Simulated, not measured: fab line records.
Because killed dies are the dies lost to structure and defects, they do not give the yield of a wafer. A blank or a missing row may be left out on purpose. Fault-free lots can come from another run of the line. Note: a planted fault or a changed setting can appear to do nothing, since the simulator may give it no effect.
Matching of chambers    flow nand-harc    4 sister chambers for NHARC_P_BONDPAD_CMP_32 on cmp-01
The step polishes SiCN, target thk 200 nm. 8 wafers are shown with their chamber, then 7 later ones without.

== WAFERS PAIRED WITH THEIR CHAMBERS ==
wafer   chamber  motor-current-A (A)  retaining-ring-pressure-frac
L078.6  1        11.4                 0.998
L080.3  2        12.1                 0.997
L080.5  0        12.8                 0.988
L080.6  1        12.3                 1.001
L086.1  0        12.2                 0.995
L086.6  3        10.3                 0.998
L089.3  3        11.4                 0.998
L089.4  2        11.6                 1.000

== WAFERS WITH NO CHAMBER GIVEN ==
wafer   motor-current-A (A)  retaining-ring-pressure-frac
L089.5  11.9                 0.998
L091.2  11.4                 1.005
L091.4  12.9                 1.004
L091.6  12.9                 1.002
L090.1  12.9                 1.009
L090.5  11.8                 1.003
L090.6  12.7                 0.998

== WHICH CHAMBER EACH WENT THROUGH ==
wafer   from the rows above                in truth
L089.5  can't be placed: 2 or 1 or 3       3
L091.2  can't be placed: 1 or 2 or 3       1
L091.4  can't be placed: 1 or 2 or 3 or 0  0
L091.6  can't be placed: 1 or 2 or 0 or 3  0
L090.1  can't be placed: 1 or 2 or 3       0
L090.5  can't be placed: 1 or 2 or 3       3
L090.6  can't be placed: 2 or 1 or 0 or 3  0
Correctly placed: 0 of 7. These rows do not allow placing 7 (true chamber among the candidates in 6). 0 placed wrongly.
How it was worked out, from the rows above alone: a wafer's distance from a chamber is the root of the sum, over the readings, of the square of ((its reading less the chamber's mean) divided by the reading's scatter). The wafer belongs to the nearest chamber; if the next one is less than 2 further off, it can't be placed. The mean given for a chamber averages the wafers shown for that chamber. The scatter: the root of (the sum of the squares of (reading less its chamber's mean) over the shown wafers, divided by (wafers less chambers)).
